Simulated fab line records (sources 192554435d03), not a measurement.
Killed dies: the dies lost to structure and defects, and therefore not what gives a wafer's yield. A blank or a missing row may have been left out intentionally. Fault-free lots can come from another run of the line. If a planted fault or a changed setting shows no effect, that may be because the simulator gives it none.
Chamber matching :: flow n5_finfet :: N5_BEOL_M11_CURE_71 on uv_cure-01 has 3 sister chambers
The step cures SiCOH lowk, time 240 s. 3 wafers are shown with their chamber, then 12 later ones without.

## EACH WAFER AND ITS CHAMBER
wafer: L080.5
chamber: 2
wafer_temp_C_max: 385.8

wafer: L087.5
chamber: 0
wafer_temp_C_max: 388.0

wafer: L089.5
chamber: 1
wafer_temp_C_max: 387.7

## WAFERS WITH NO CHAMBER GIVEN
wafer: L089.2
wafer_temp_C_max: 387.1

wafer: L089.3
wafer_temp_C_max: 388.1

wafer: L089.6
wafer_temp_C_max: 387.6

wafer: L091.1
wafer_temp_C_max: 385.9

wafer: L091.4
wafer_temp_C_max: 386.1

wafer: L091.5
wafer_temp_C_max: 386.0

wafer: L091.2
wafer_temp_C_max: 386.1

wafer: L091.3
wafer_temp_C_max: 386.1

wafer: L091.6
wafer_temp_C_max: 385.9

wafer: L096.1
wafer_temp_C_max: 387.6

wafer: L096.3
wafer_temp_C_max: 387.7

wafer: L096.5
wafer_temp_C_max: 387.7

## WHICH CHAMBER EACH WENT THROUGH
wafer: L089.2
from the rows above: can't be placed: 1 or 0
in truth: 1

wafer: L089.3
from the rows above: can't be placed: 0 or 1
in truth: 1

wafer: L089.6
from the rows above: can't be placed: 1 or 0
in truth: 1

wafer: L091.1
from the rows above: 2
in truth: 2

wafer: L091.4
from the rows above: 2
in truth: 2

wafer: L091.5
from the rows above: 2
in truth: 2

wafer: L091.2
from the rows above: 2
in truth: 2

wafer: L091.3
from the rows above: 2
in truth: 2

wafer: L091.6
from the rows above: 2
in truth: 2

wafer: L096.1
from the rows above: can't be placed: 1 or 0
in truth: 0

wafer: L096.3
from the rows above: can't be placed: 1 or 0
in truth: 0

wafer: L096.5
from the rows above: can't be placed: 1 or 0
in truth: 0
Correctly placed: 6 of 12. These rows do not allow placing 6 (true chamber among the candidates in 6). Wrongly placed: 0.
How it was worked out, from the rows above alone: a wafer's distance from a chamber is the root of the sum, over the readings, of the square of ((its reading less the chamber's mean) divided by the reading's scatter). If the next closest chamber is less than 2 further off than the closest, the wafer can't be placed; otherwise it belongs to the closest. The mean given for a chamber averages the wafers shown for that chamber. The scatter (one wafer shown for each chamber): square how far every hidden wafer sits from the nearest shown wafer, average those squares and take the square root.
